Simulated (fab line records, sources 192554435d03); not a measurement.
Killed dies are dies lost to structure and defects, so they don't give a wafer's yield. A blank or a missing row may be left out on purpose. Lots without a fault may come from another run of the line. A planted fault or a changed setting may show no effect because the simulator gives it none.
Chamber matching | flow n5_finfet | N5_BEOL_M15_DESCUM_15 on rie_diel-04: 4 sister chambers
The step chemistry O2, time 7.9 s. 18 wafers are shown with their chamber, then 9 later ones without.

WAFERS WITH THEIR CHAMBER
wafer  | chamber | showerhead_plenum_p_Torr (Torr) | throttle_valve_pct (%) | oes_product_au (a.u.)
L075.1 | 1       | 2.15                            | 20.25                  | 0.98
L075.4 | 2       | 2.05                            | 20.29                  | 0.72
L075.6 | 1       | 2.16                            | 20.24                  | 0.98
L077.2 | 3       | 2.22                            | 20.62                  | 0.84
L077.4 | 1       | 2.15                            | 20.25                  | 0.96
L077.5 | 3       | 2.22                            | 20.63                  | 0.83
L078.1 | 3       | 2.22                            | 20.65                  | 0.81
L078.3 | 2       | 2.05                            | 20.31                  | 0.71
L078.4 | 2       | 2.05                            | 20.33                  | 0.71
L079.1 | 0       | 1.96                            | 20.57                  | 0.68
L079.3 | 2       | 2.05                            | 20.32                  | 0.71
L079.4 | 1       | 2.15                            | 20.26                  | 0.93
L085.2 | 2       | 2.05                            | 20.31                  | 0.71
L085.3 | 1       | 2.15                            | 20.26                  | 0.92
L085.5 | 1       | 2.15                            | 20.27                  | 0.92
L084.3 | 2       | 2.05                            | 20.33                  | 0.70
L084.4 | 1       | 2.15                            | 20.27                  | 0.91
L084.5 | 2       | 2.05                            | 20.33                  | 0.70

SIGNATURES (means of the wafers above)
reading                  | chamber 0 | chamber 1 | chamber 2 | chamber 3 | scatter within a chamber
showerhead_plenum_p_Torr | 1.9600    | 2.1514    | 2.0500    | 2.2200    | 0.00247
throttle_valve_pct       | 20.5700   | 20.2571   | 20.3171   | 20.6333   | 0.0135
oes_product_au           | 0.6800    | 0.9429    | 0.7086    | 0.8267    | 0.0209
Rule: a wafer's distance from a chamber is the root of the sum, over the readings, of the square of ((its reading less the chamber's mean) divided by the reading's scatter). The wafer belongs to the nearest chamber; if the next one is less than 2 further off, it can't be placed. The scatter: the root of (the sum of the squares of (reading less its chamber's mean) over the shown wafers, divided by (wafers less chambers)).

WAFERS WITHOUT THEIR CHAMBER
wafer  | showerhead_plenum_p_Torr (Torr) | throttle_valve_pct (%) | oes_product_au (a.u.)
L088.2 | 2.22                            | 20.64                  | 0.80
L088.4 | 2.05                            | 20.33                  | 0.70
L088.5 | 2.15                            | 20.25                  | 0.91
L094.1 | 2.21                            | 20.66                  | 0.80
L094.5 | 2.04                            | 20.35                  | 0.69
L094.6 | 2.21                            | 20.68                  | 0.79
L097.2 | 2.21                            | 20.18                  | 0.93
L097.3 | 2.21                            | 20.67                  | 0.78
L097.5 | 2.21                            | 20.67                  | 0.78

WHICH CHAMBER EACH WENT THROUGH
wafer  | from the rows above | in truth
L088.2 | 3                   | 3
L088.4 | 2                   | 2
L088.5 | 1                   | 1
L094.1 | 3                   | 3
L094.5 | 2                   | 2
L094.6 | 3                   | 3
L097.2 | 1                   | 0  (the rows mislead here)
L097.3 | 3                   | 3
L097.5 | 3                   | 3
Placed correctly: 8 of 9. Can't be placed from these rows: 0. Placed wrongly: 1.
